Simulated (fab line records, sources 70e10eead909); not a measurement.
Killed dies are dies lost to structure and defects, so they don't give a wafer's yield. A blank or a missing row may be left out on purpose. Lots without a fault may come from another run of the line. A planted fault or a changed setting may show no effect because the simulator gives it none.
One fault seen from 2 desks | flow nand_harc | each desk has only its own numbers; what lay behind them comes last

THE TOOL OWNER'S DESK: rie_metal-03
The tool's own readings at NHARC_THIN_TSV_ETCH_36 (etches the open film in Cl2/BCl3, target depth 65 nm, time 18.571 s): means of the sampled wafers that have a number, for each lot that ran on this tool. A lot is out of limits, marked OUT, if its mean lies more than 4 standard deviations from the usual mean; the brackets give that distance.
Columns: A = drypump_motor_current_A at NHARC_THIN_TSV_ETCH_36, usual 5.6 A; B = oes_product_au at NHARC_THIN_TSV_ETCH_36, usual 0.999 a.u.
lot  | first seen here | A   | B
L527 | day 20 22:17    | 5.6 | 0.992
L531 | day 21 21:22    | 5.6 | 0.993
L534 | day 23 12:23    | 5.9 | 0.853 (-13) OUT
L539 | day 23 18:43    | 5.8 | 0.887 (-10) OUT
This desk's finding: out of limits on L534, L539; first on L534, day 23 12:23 (oes_product_au at NHARC_THIN_TSV_ETCH_36). In limits: L527, L531.

THE METROLOGY DESK
What the gauges read, lot by lot, whatever tool the lot ran on: means of the sampled wafers that have a number. A lot is out of limits, marked OUT, if its mean lies more than 4 standard deviations from the usual mean; the brackets give that distance.
Columns: A = overlay_x_nm at NHARC_HYBRID_BOND_OVL_MEAS_05, usual 5 nm; B = overlay_y_nm at NHARC_HYBRID_BOND_OVL_MEAS_05, usual -2 nm; C = thk_nm at NHARC_THIN_TSV_THK_MEAS_02, usual 2957 nm
lot  | first seen here | A  | B   | C
L520 | day 19 06:46    | 12 | 35  | 3175
L523 | day 19 13:43    | 10 | 24  | 2897
L521 | day 19 18:48    | 5  | -18 | 3378
L525 | day 20 04:49    | 25 | 22  | 2893
L524 | day 20 12:47    | 4  | 22  | 2834
L527 | day 20 12:47    | -8 | 54  | 3019
L526 | day 21 01:58    | -8 | 14  | 3010
L530 | day 21 09:23    | 1  | -18 | 2640
L531 | day 21 09:23    | 15 | 7   | 2775
L536 | day 22 17:42    | 5  | -13 | 2737
L534 | day 23 00:55    | 22 | -33 | 2822
L539 | day 23 09:01    | -8 | -2  | 3253
L540 | day 23 22:15    | -8 | -21 | 3191
This desk's finding: nothing out of limits on any of the 13 lots.

PUT TOGETHER
The tool owner's desk could have raised an alarm at day 23 12:23, on L534, L539.
The metrology desk saw nothing out of limits.
The metrology desk has L534, L539 on record, within its limits.
Of the lots named, all ran NHARC_THIN_TSV_ETCH_36 on rie_metal-03.

WHAT THE SIMULATOR HAD PUT IN
Process parameter drift: rie_metal-03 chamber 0, from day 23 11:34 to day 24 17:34, at NHARC_THIN_TSV_ETCH_36. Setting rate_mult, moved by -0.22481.
Lots struck among those shown: L534, L539.
Hours from the fault's start to each desk's first reading out of limits: the tool owner's desk, 1.
